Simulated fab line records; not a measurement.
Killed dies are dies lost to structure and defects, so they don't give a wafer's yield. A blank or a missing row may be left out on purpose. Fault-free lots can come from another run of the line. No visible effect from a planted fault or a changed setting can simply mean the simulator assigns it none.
fab line records	flow nand_harc
record lots=7	wafers=21	last_day=32
route steps=1302 shown P_ZERO_WELL@14 END@1302
lots that met no fault: from a run of the same line without faults
start_h: hours from the record's first day to the start of the lot's first wafer shown	wait_h: hours from the lot's prior step to this one	" as in the row above	L1.1+2: a row that stands for several wafers	- no value, or no start given	* or withheld: withheld	< > ~ a bound
route shown NAME@n: a module of which the file shows steps, and the number in the route of the first	usual: mean/standard deviation taken from wafers without a fault	same: alike in all rows	chamber/n: place in a boat	sites: each site's reading	_std_site: their standard deviation	_edge_site: the outer-site mean with the inner-site mean subtracted	radius_mm: for every site, how far away it sits from the centre of the wafer	mask NAME#n: copy n	behind: the most recent tool/chamber to have shaped the wafer	hold: the reason the lot was held/the length of the hold in hours/how it ended	device: transistor that didn't switch, given as n, p or np	end of line: tests of these same wafers at the route's end	a step without rows: its recipe alone	killed: not the wafer's yield, but the dies lost to structure and defects at the first sort	map: shows each die of a wafer: x if killed, . if not, _ if none is there
set.NAME: the setting as run; set.NAME@STEP: as run at that earlier step	model.NAME: the simulator's own value behind a step, which no gauge read
lots seen at some steps along the route; tables by step, rows by wafer
services: a tool's chamber out of use, with start hour (start_h, from the record's first day; less than 0 if before it), hours out, and reason
## steps
# step NHARC_P_ZERO_WELL_CD_MEAS_11
# recipe target_cd_nm=500	landing_energy_ev=500
# usual cd_nm=499.4/1.7
lot.wafer	tool	chamber	start_h	wait_h	cd_nm
L342.1	cd_sem-01	0	71.24	-	496.9
L342.4	"	0	"	"	497.8
L342.6	"	0	"	"	497.6
L343.2	cd_sem-02	0	81.25	-	500.7
L343.4	"	0	"	"	502.2
L343.5	"	0	"	"	501.9
L347.2	cd_sem-02	0	121.24	-	501.3
L347.5	"	0	"	"	500.0
L347.6	"	0	"	"	499.5
L349.2	cd_sem-03	0	141.38	-	498.4
L349.3	"	0	"	"	498.0
L349.6	"	0	"	"	500.3
L350.4	cd_sem-03	0	151.18	-	499.8
L350.5	"	0	"	"	501.2
L350.6	"	0	"	"	501.6
L351.2	cd_sem-01	0	161.25	-	498.1
L351.4	"	0	"	"	496.5
L351.6	"	0	"	"	500.1
L357.4	cd_sem-01	0	221.25	-	500.6
L357.5	"	0	"	"	500.2
L357.6	"	0	"	"	498.6
# step NHARC_P_ZERO_WELL_HARDBAKE_12
# recipe temp_c=118	time_s=65
# step NHARC_P_ZERO_WELL_DESCUM_13
# recipe time_s=3	o2_flow_sccm=200	ar_flow_sccm=0	bias_power_w=0	chemistry=O2
# usual drypump_motor_current_A=5.5/0.49	mfc_ar_sccm=0.007/0.0097	oes_product_au=1.002/0.0076	rf_vpp_V=57.7/0.79	showerhead_plenum_p_Torr=1.91/0.072	throttle_valve_pct=11.311/0.0092
lot.wafer	tool	chamber	start_h	wait_h	drypump_motor_current_A	mfc_ar_sccm	oes_product_au	rf_hours_counter_h	rf_vpp_V	showerhead_plenum_p_Torr	throttle_valve_pct
L342.4	rie_diel-01	0	71.40	-	5.7	0	1.007	13	57.5	1.88	11.309
L342.1	"	2	"	"	5.1	0.006	1.009	8	55.6	1.96	11.314
L342.6	"	0	"	"	5.7	0	1.015	-	57.5	1.88	11.304
L343.2	rie_diel-01	2	81.46	-	5.1	0.006	0.998	10	58.0	1.96	11.316
L343.4	"	1	"	"	5.1	0.009	0.999	15	56.9	1.79	11.325
L343.5	"	3	"	"	5.1	0	1.000	-	56.5	2.03	11.312
L347.2	rie_diel-01	0	121.43	-	5.7	0	0.994	25	58.1	1.88	11.311
L347.6	"	1	"	"	5.1	0.009	1.004	-	56.7	1.79	11.319
L347.5	"	2	"	"	5.1	0.006	0.989	-	58.0	1.95	11.322
L349.2	rie_diel-07	2	141.56	-	6.7	0.003	1.010	7	57.5	1.97	11.318
L349.3	"	3	"	"	5.3	0.028	1.006	7	57.3	1.98	11.315
L349.6	"	0	"	"	6.3	0.002	1.007	-	57.5	1.89	11.299
L350.4	rie_diel-01	2	151.36	-	5.1	0.006	0.994	28	58.8	1.95	11.320
L350.6	"	1	"	"	5.1	0.009	1.005	-	56.8	1.79	11.311
L350.5	"	2	"	"	5.1	0.006	1.001	-	58.2	1.95	11.308
L351.4	rie_diel-01	1	161.40	-	5.1	0.009	0.995	32	57.0	1.79	11.298
L351.2	"	2	"	"	5.1	0.006	1.004	31	57.0	1.95	11.312
L351.6	"	2	"	"	5.1	0.006	0.995	-	58.8	1.95	11.304
L357.4	rie_diel-07	3	221.40	-	5.3	0.028	1.007	35	57.0	1.97	11.307
L357.5	"	3	"	"	5.4	0.028	1.001	-	58.0	1.97	11.302
L357.6	"	0	"	"	6.3	0.002	1.003	-	57.2	1.88	11.313
# step NHARC_P_ZERO_WELL_ETCH_65
# recipe target_depth_a=800	overetch_a=240	time_s=87.88	ion_energy_ev=200	n2_flow_sccm=150	h2_flow_sccm=150	ar_flow_sccm=0	rf_w=400	bias_w=150	chemistry=N2/H2
# usual drypump_motor_current_A=5.6/0.49	mfc_ar_sccm=0.006/0.0098	oes_product_au=1.002/0.0073	rf_vpp_V=430.4/2.3	showerhead_plenum_p_Torr=2.04/0.079	throttle_valve_pct=14.171/0.0098
lot.wafer	tool	chamber	start_h	wait_h	drypump_motor_current_A	mfc_ar_sccm	oes_product_au	rf_hours_counter_h	rf_vpp_V	showerhead_plenum_p_Torr	throttle_valve_pct
L342.4	rie_diel-01	3	71.49	0.1	5.1	0	0.999	13	433.7	2.17	14.174
L342.1	"	0	"	"	5.7	0	1.005	13	429.1	2.01	14.164
L342.6	"	0	"	"	5.7	0	1.007	-	430.9	2.01	14.164
L343.2	rie_diel-01	1	81.56	0.1	5.1	0.009	0.995	15	427.4	1.90	14.179
L343.4	"	0	"	"	5.7	0	1.007	15	429.5	2.01	14.167
L343.5	"	1	"	"	5.1	0.009	1.005	-	427.5	1.90	14.172
L347.2	rie_diel-01	3	121.57	0.1	5.1	0	1.010	27	434.5	2.16	14.166
L347.6	"	0	"	"	5.7	0	1.010	-	428.9	2.00	14.181
L347.5	"	1	"	"	5.1	0.009	1.013	-	427.9	1.90	14.147
L349.2	rie_diel-07	0	141.63	0.1	6.3	0.002	0.996	4	430.5	2.01	14.171
L349.3	"	1	"	"	5.7	0	0.994	5	430.3	2.07	14.153
L349.6	"	1	"	"	5.7	0	0.994	-	432.5	2.07	14.172
L350.4	rie_diel-01	0	151.45	0.1	5.7	0	1.000	31	429.3	2.00	14.186
L350.6	"	2	"	"	5.1	0.006	0.985	-	429.7	2.08	14.184
L350.5	"	3	"	"	5.1	0	0.998	-	434.8	2.16	14.174
L351.2	rie_diel-01	2	161.54	0.1	5.1	0.006	1.004	31	431.8	2.08	14.167
L351.4	"	1	"	"	5.1	0.009	1.009	32	426.7	1.90	14.179
L351.6	"	3	"	"	5.1	0	0.998	-	433.4	2.16	14.173
L357.4	rie_diel-07	3	221.48	0.1	5.3	0.028	1.006	35	432.4	2.10	14.181
L357.6	"	3	"	"	5.3	0.028	0.998	-	431.7	2.10	14.158
L357.5	"	0	"	"	6.3	0.002	1.001	-	429.0	2.00	14.183
# step NHARC_P_ZERO_WELL_ETCH_62
# recipe target_depth_a=130	time_s=6.5	chf3_flow_sccm=50	ar_flow_sccm=200	rf_w=500	bias_w=200	chemistry=CHF3/Ar
# usual drypump_motor_current_A=5.6/0.49	mfc_ar_sccm=200.0/0.57	oes_product_au=0.961/0.016	rf_vpp_V=370.6/2.1	showerhead_plenum_p_Torr=2.34/0.085	throttle_valve_pct=20.217/0.0092
lot.wafer	tool	chamber	start_h	wait_h	drypump_motor_current_A	mfc_ar_sccm	oes_product_au	rf_hours_counter_h	rf_vpp_V	showerhead_plenum_p_Torr	throttle_valve_pct
L342.1	rie_diel-01	3	-	-	5.1	199.7	0.970	13	373.2	2.48	20.219
L342.4	"	0	"	"	5.7	199.8	0.948	13	370.1	2.31	20.208
L342.6	"	1	"	"	5.1	199.7	0.940	-	366.5	2.20	20.228
L343.2	rie_diel-01	1	-	-	5.1	200.2	0.943	15	366.7	2.20	20.214
L343.4	"	0	"	"	5.7	199.5	0.945	15	368.6	2.31	20.227
L343.5	"	1	"	"	5.1	200.5	0.948	-	368.1	2.20	20.200
L347.2	rie_diel-01	2	-	-	5.1	200.4	0.934	22	372.6	2.39	20.220
L347.6	"	1	"	"	5.1	200.9	0.935	-	367.6	2.20	20.222
L347.5	"	2	"	"	5.1	199.8	0.945	-	373.5	2.39	20.196
L349.3	rie_diel-07	1	-	-	5.7	200.5	0.971	5	372.2	2.38	20.219
L349.2	"	3	"	"	5.3	199.7	0.985	7	371.5	2.42	20.226
L349.6	"	2	"	"	6.6	200.2	0.980	-	371.5	2.41	20.204
L350.4	rie_diel-01	2	-	-	5.1	199.6	0.951	28	371.2	2.39	20.230
L350.6	"	0	"	"	5.7	200.4	0.980	-	368.8	2.30	20.204
L350.5	"	1	"	"	5.1	200.0	0.961	-	367.7	2.19	20.210
L351.2	rie_diel-01	1	-	-	5.1	200.0	0.937	32	367.9	2.19	20.212
L351.4	"	3	"	"	5.1	199.5	0.966	35	373.0	2.47	20.229
L351.6	"	1	"	"	5.1	200.3	0.940	-	366.8	2.19	20.219
L357.4	rie_diel-07	0	-	-	6.3	202.1	0.975	29	369.2	2.31	20.219
L357.5	"	2	"	"	6.7	199.9	0.996	-	370.8	2.40	20.224
L357.6	"	3	"	"	5.3	200.1	0.971	-	373.0	2.41	20.224
# step NHARC_P_ZERO_WELL_ETCH_63
# recipe target_depth_a=1200	time_s=40.1	hbr_flow_sccm=150	cl2_flow_sccm=50	rf_w=400	icp_w=400	bias_w=100	chemistry=HBr/Cl2
# usual drypump_motor_current_A=5.7/0.44	he_backside_leak_sccm=2.73/0.3	oes_product_au=1.000/0.0077	throttle_valve_pct=26.406/0.0093
lot.wafer	tool	chamber	start_h	wait_h	drypump_motor_current_A	he_backside_leak_sccm	oes_product_au	rf_hours_counter_h	throttle_valve_pct
L342.1	rie_si-03	3	71.69	-	6.2	2.91	1.001	0.2	26.402
L342.4	"	0	"	"	5.7	3.03	0.999	0.2	26.423
L342.6	"	2	"	"	5.3	2.43	0.993	-	26.410
L343.4	rie_si-03	3	81.73	-	6.2	2.88	1.010	0.2	26.409
L343.2	"	0	"	"	5.7	2.99	0.996	0.2	26.417
L343.5	"	3	"	"	6.2	2.89	1.003	-	26.404
L347.2	rie_si-05	3	121.76	-	4.9	2.60	0.991	1.1	26.414
L347.6	"	0	"	"	6.1	2.57	1.001	-	26.411
L347.5	"	3	"	"	4.9	2.69	0.992	-	26.408
L349.3	rie_si-02	2	141.82	-	6.6	2.88	1.014	0.2	26.418
L349.2	"	3	"	"	5.7	2.71	0.999	0.3	26.410
L349.6	"	0	"	"	5.6	2.94	0.996	-	26.400
L350.4	rie_si-05	2	151.63	-	5.2	2.77	1.004	0.1	26.418
L350.5	"	0	"	"	6.0	2.55	1.000	-	26.411
L350.6	"	1	"	"	5.5	2.53	0.992	-	26.416
L351.2	rie_si-02	3	161.71	-	5.6	2.62	0.999	0.4	26.398
L351.4	"	0	"	"	5.6	2.82	1.001	0.4	26.413
L351.6	"	3	"	"	5.6	2.66	0.992	-	26.400
L357.4	rie_si-02	0	221.67	-	5.6	2.98	0.993	0.8	26.413
L357.5	"	3	"	"	5.7	2.67	0.998	-	26.414
L357.6	"	0	"	"	5.6	3.00	1.011	-	26.405
# step NHARC_P_ZERO_WELL_STRIP_15
# recipe time_s=900	temp_c=130	chemistry=SPM
# step NHARC_P_ZERO_WELL_DEHYDRATE_16
# recipe temp_c=150	time_s=120
# step NHARC_P_ZERO_WELL_HMDS_17
# recipe time_s=30
# step NHARC_P_ZERO_WELL_COAT_18
# recipe spin_rpm=withheld
# step NHARC_P_ZERO_WELL_SOFTBAKE_19
# recipe temp_c=122	time_s=95
# step NHARC_P_ZERO_WELL_EBR_20
# step NHARC_P_ZERO_WELL_EXPOSE_21
# recipe na=0.6	target_cd_nm=720	dose_mj=22.31	mask_id=P_NWELL
# usual exposure_dose_mJ_cm2=22.308/0.024	stage_vel_mm_s=500.00/0.25
lot.wafer	tool	chamber	start_h	wait_h	mask	exposure_dose_mJ_cm2	stage_vel_mm_s
L342.1	krf_scanner-02	0	72.43	-	P_NWELL#0	22.336	500.13
L342.4	"	0	"	"	P_NWELL#0	22.345	500.34
L342.6	"	0	"	"	P_NWELL#0	22.290	500.36
L343.2	krf_scanner-04	0	82.50	-	P_NWELL#0	22.316	500.27
L343.4	"	0	"	"	P_NWELL#0	22.371	500.13
L343.5	"	0	"	"	P_NWELL#0	22.319	499.94
L347.2	krf_scanner-04	0	122.53	-	P_NWELL#0	23.603	500.30
L347.5	"	0	"	"	P_NWELL#0	23.620	499.99
L347.6	"	0	"	"	P_NWELL#0	23.569	500.16
L349.2	krf_scanner-04	0	142.58	-	P_NWELL#0	23.571	500.25
L349.3	"	0	"	"	P_NWELL#0	23.559	500.03
L349.6	"	0	"	"	P_NWELL#0	23.581	499.83
L350.4	krf_scanner-04	0	152.27	-	P_NWELL#0	23.604	500.33
L350.5	"	0	"	"	P_NWELL#0	23.596	499.89
L350.6	"	0	"	"	P_NWELL#0	23.564	500.18
L351.2	krf_scanner-01	0	162.49	-	P_NWELL#0	22.277	499.65
L351.4	"	0	"	"	P_NWELL#0	22.314	499.84
L351.6	"	0	"	"	P_NWELL#0	22.273	499.80
L357.4	krf_scanner-02	0	222.44	-	P_NWELL#0	22.270	499.75
L357.5	"	0	"	"	P_NWELL#0	22.267	499.85
L357.6	"	0	"	"	P_NWELL#0	22.284	499.53
# step NHARC_P_ZERO_WELL_PEB_22
# recipe peb_temp_c=118	peb_time_s=85
# step NHARC_P_ZERO_WELL_DEVELOP_23
# recipe time_s=70
# step NHARC_P_ZERO_WELL_CD_MEAS_24
# recipe target_cd_nm=720	landing_energy_ev=500
# usual cd_nm=719.8/1.5
lot.wafer	tool	chamber	start_h	wait_h	cd_nm
L342.1	cd_sem-03	0	72.59	-	720.2
L342.4	"	0	"	"	719.8
L342.6	"	0	"	"	721.9
L343.2	cd_sem-02	0	82.66	-	719.6
L343.4	"	0	"	"	721.9
L343.5	"	0	"	"	722.1
L347.2	cd_sem-02	0	122.68	-	729.6
L347.5	"	0	"	"	729.5
L347.6	"	0	"	"	728.0
L349.2	cd_sem-01	0	142.74	-	728.8
L349.3	"	0	"	"	729.0
L349.6	"	0	"	"	727.9
L350.4	cd_sem-01	0	152.42	-	728.4
L350.5	"	0	"	"	730.2
L350.6	"	0	"	"	729.9
L351.2	cd_sem-03	0	162.64	-	721.0
L351.4	"	0	"	"	722.5
L351.6	"	0	"	"	721.7
L357.4	cd_sem-02	0	222.59	-	719.7
L357.5	"	0	"	"	719.1
L357.6	"	0	"	"	719.9
# step NHARC_P_ZERO_WELL_HARDBAKE_25
# recipe temp_c=125	time_s=80
# step NHARC_P_ZERO_WELL_DESCUM_26
# recipe time_s=3	o2_flow_sccm=200	ar_flow_sccm=0	bias_power_w=0	chemistry=O2
# usual drypump_motor_current_A=5.6/0.49	mfc_ar_sccm=0.006/0.01	oes_product_au=1.003/0.0084	rf_vpp_V=57.8/0.86	showerhead_plenum_p_Torr=1.92/0.069	throttle_valve_pct=11.311/0.0088
lot.wafer	tool	chamber	start_h	wait_h	drypump_motor_current_A	mfc_ar_sccm	oes_product_au	rf_hours_counter_h	rf_vpp_V	showerhead_plenum_p_Torr	throttle_valve_pct	model.P_ZERO_WELL.cd_nm
L342.4	rie_diel-07	1	72.77	-	5.7	0	1.009	42	56.9	1.95	11.303	719.3
L342.1	"	2	"	"	6.7	0.003	1.004	37	57.9	1.98	11.302	720
L342.6	"	3	"	"	5.3	0.028	1.005	-	57.6	1.98	11.321	721.5
L343.4	rie_diel-01	3	82.82	-	5.1	0	1.008	15	58.1	2.03	11.303	722.1
L343.2	"	1	"	"	5.1	0.009	1.008	16	57.6	1.79	11.301	719.9
L343.5	"	3	"	"	5.1	0	0.996	-	57.8	2.03	11.325	722
L347.2	rie_diel-01	2	122.86	-	5.1	0.006	0.992	22	58.6	1.95	11.312	729.8
L347.6	"	0	"	"	5.7	0	1.000	-	58.1	1.88	11.306	727.8
L347.5	"	1	"	"	5.1	0.009	0.997	-	56.1	1.79	11.305	729.4
L349.2	rie_diel-01	3	142.89	-	5.1	0	1.005	31	59.3	2.02	11.312	728.5
L349.3	"	1	"	"	5.1	0.009	0.994	28	58.1	1.79	11.291	729.2
L349.6	"	0	"	"	5.7	0	1.001	-	58.8	1.88	11.313	727.6
L350.4	rie_diel-01	1	152.61	-	5.1	0.009	0.999	30	56.5	1.79	11.307	729.1
L350.5	"	2	"	"	5.1	0.006	0.995	-	58.5	1.95	11.310	730.5
L350.6	"	3	"	"	5.1	0	1.007	-	59.6	2.02	11.313	729.6
L351.2	rie_diel-01	3	162.80	-	5.1	0	1.016	35	59.2	2.02	11.309	720.7
L351.4	"	2	"	"	5.1	0.006	1.005	31	56.4	1.95	11.325	722.5
L351.6	"	3	"	"	5.1	0	1.005	-	57.8	2.02	11.323	721.5
L357.4	rie_diel-07	3	222.76	-	5.4	0.028	1.012	35	57.9	1.97	11.306	720
L357.6	"	1	"	"	5.7	0	1.000	-	57.8	1.94	11.292	719.6
L357.5	"	2	"	"	6.7	0.003	1.012	-	57.9	1.96	11.309	719.1
# step NHARC_P_ZERO_WELL_IMPLANT_27
# recipe energy_kev=600	dose_cm2=1e+13	tilt_deg=7
# step NHARC_END_SORT_01
# recipe temp_c=25
# usual killed_at_array=50/17	killed_at_other=0.7/1	killed_at_periphery=3.4/2.4	killed_dies=54/17	killed_open=3.3/1.7	killed_short=2.5/1.6
# same gross_dies=677
lot.wafer	tool	chamber	start_h	wait_h	killed_at_array	killed_at_other	killed_at_periphery	killed_dies	killed_open	killed_short
L349.2	prober-02	0	690.02	2.8	76	0	6	82	4	3
L349.3	prober-02	0	690.82	3.1	68	0	1	69	1	4
L349.6	prober-02	0	693.20	4.0	79	1	4	84	6	2
L351.2	prober-01	0	690.03	2.8	34	1	4	39	3	1
L351.4	prober-01	0	691.60	3.4	43	1	2	46	2	2
L351.6	prober-01	0	693.17	3.9	35	1	2	38	1	2
# killed by level:class
L349.2 A_CHANNEL_HOLE_D1:chamber_film_flake=31 A_SLIT:chamber_film_flake=30 A_CONTACT:chamber_film_flake=4 P_ZERO_WELL:chamber_film_flake=3 A_CHANNEL_FILL_D1:geometric_particle:open=2 A_WL_FILL:chamber_film_flake=2 P_STI:geometric_particle:short=1 P_M0:geometric_particle:open=1
L351.2 A_CHANNEL_HOLE_D2:chamber_film_flake=15 A_CONTACT:chamber_film_flake=7 A_CHANNEL_HOLE_D1:chamber_film_flake=4 A_BLC:chamber_film_flake=4 P_GATE:chamber_film_flake=2 P_CONTACT:geometric_particle:open=1 P_M0:geometric_particle:short=1 A_WL_FILL:geometric_particle:open=1
L349.3 A_CHANNEL_HOLE_D1:chamber_film_flake=30 A_SLIT:chamber_film_flake=22 A_CONTACT:chamber_film_flake=5 A_DECK1_JOINT:chamber_film_flake=2 A_ONON_D1:geometric_particle:short=1 A_DECK1_JOINT:geometric_particle:short=1 A_ONON_D2:geometric_particle:short=1 A_CHANNEL_HOLE_D2:geometric_particle:open=1
L351.4 A_CHANNEL_HOLE_D2:chamber_film_flake=23 A_CHANNEL_HOLE_D1:chamber_film_flake=7 A_CONTACT:chamber_film_flake=5 A_ONON_D1:geometric_particle:short=2 A_BLC:chamber_film_flake=2 A_ONON_D1:geometric_particle:open=1 A_WL_FILL:geometric_particle:open=1 P_ZERO_WELL:chamber_film_flake=1
L351.6 A_CHANNEL_HOLE_D2:chamber_film_flake=17 A_CHANNEL_HOLE_D1:chamber_film_flake=7 A_CONTACT:chamber_film_flake=4 P_GATE:chamber_film_flake=2 A_BLC:chamber_film_flake=2 A_ONON_D2:geometric_particle:short=1 A_WL_FILL:geometric_particle:short=1 A_WL_FILL:geometric_particle:open=1
L349.6 A_SLIT:chamber_film_flake=35 A_CHANNEL_HOLE_D1:chamber_film_flake=25 A_CONTACT:chamber_film_flake=6 A_DECK1_JOINT:chamber_film_flake=2 A_STAIRCASE:chamber_film_flake=2 A_WL_FILL:chamber_film_flake=2 P_GATE:geometric_particle:open=1 P_CONTACT:geometric_particle:open=1
## services
tool	chamber	start_h	hours	kind
rie_diel-07	2	51.25	2.8	repair
rie_diel-01	2	60.43	7.4	repair
krf_scanner-04	-	60.77	7.7	repair
rie_si-02	-	64.52	0.1	repair
rie_diel-07	-	79.50	2.4	repair
rie_diel-01	1	86.93	8.1	repair
krf_scanner-01	-	92.79	0.6	repair
krf_scanner-02	-	94.00	4.0	pm
rie_diel-07	3	97.82	2.0	repair
rie_si-02	-	100.00	9.0	pm
rie_diel-07	-	117.47	9.0	pm
rie_si-05	1	120.59	10.2	repair
rie_si-05	-	128.00	9.0	pm
krf_scanner-02	-	138.44	1.3	repair
krf_scanner-01	-	140.00	4.0	pm
rie_si-05	2	161.72	2.2	repair
rie_diel-07	2	176.40	1.7	repair
rie_si-02	3	185.03	1.7	repair
rie_si-03	-	198.58	0.7	repair
krf_scanner-04	-	199.45	4.0	pm
rie_si-02	-	201.20	0.5	repair
rie_diel-01	-	204.75	9.0	pm
rie_diel-07	2	207.60	7.9	repair
rie_si-03	-	221.00	9.0	pm
## key
first_sign step=NHARC_P_ZERO_WELL_EXPOSE_21	reading=exposure_dose_mJ_cm2	direction=up	sigmas=54	usual=22.308	struck=23.585
effect step=NHARC_P_ZERO_WELL_CD_MEAS_24	reading=cd_nm	direction=up	sigmas=6.3	usual=719.8	struck=729.0
model_effect step=NHARC_P_ZERO_WELL_DESCUM_26	value=P_ZERO_WELL.cd_nm	without=719.5	struck=729.1
met_at NHARC_P_ZERO_WELL_EXPOSE_21
struck_wafers L347.2,L347.5,L347.6,L349.2,L349.3,L349.6,L350.4,L350.5,L350.6
tester_left_out L347,L349,L350
onset_between 82.50 122.53
fault kind=process_parameter_drift	tool=krf_scanner-04	chamber=-	onset_h=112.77	steps=NHARC_P_ZERO_WELL_EXPOSE_21	channel=dose_mj	offset=1.2809	shape=step	acts_in=these_recipes_only	stated=22.31
# tester_left_out: of these lots the tester's yield and bins aren't shown, on N5 and GAA mostly nor the transistor test; their killed dies are dies lost to structure and defects alone, not to doping, threshold or leakage, so they don't give the yield
